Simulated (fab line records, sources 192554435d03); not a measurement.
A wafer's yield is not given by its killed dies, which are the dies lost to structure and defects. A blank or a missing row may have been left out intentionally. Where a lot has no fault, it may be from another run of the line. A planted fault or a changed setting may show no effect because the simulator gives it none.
Chamber matching -- flow n5-finfet -- N5_SD_EPI_N_ETCHBACK_44 on rie-diel-03 has 4 sister chambers
The step etches SiNx in CH3F/O2, stops on SiO2, target depth 14.5 nm. 4 wafers are shown with their chamber, then 7 later ones without.

== WAFERS PAIRED WITH THEIR CHAMBERS ==
wafer,chamber,drypump-motor-current-A (A)
L082.4,2,5.96
L085.4,1,5.79
L086.2,0,5.53
L086.3,3,5.67

== WAFERS WHOSE CHAMBER IS MISSING ==
wafer,drypump-motor-current-A (A)
L086.4,5.55
L090.3,5.78
L090.4,5.95
L090.6,5.63
L093.2,5.54
L093.3,5.93
L093.6,5.55

== WHICH CHAMBER EACH WENT THROUGH ==
wafer,from the rows above,in truth
L086.4,0,0
L090.3,1,1
L090.4,2,2
L090.6,3,3
L093.2,0,0
L093.3,2,2
L093.6,0,0
Correct placement for 7 of the 7. From these rows, 0 cannot be placed. 0 placed wrongly.
How it was worked out, from the rows above alone: a wafer's distance from a chamber is the root of the sum, over the readings, of the square of ((its reading less the chamber's mean) divided by the reading's scatter). If the next closest chamber is less than 2 further off than the closest, the wafer can't be placed; otherwise it belongs to the closest. For every chamber, the mean is computed from those of its wafers that are shown. The scatter: with one shown wafer a chamber, the root of the mean of the squares of how far each hidden wafer lies from its nearest shown one.
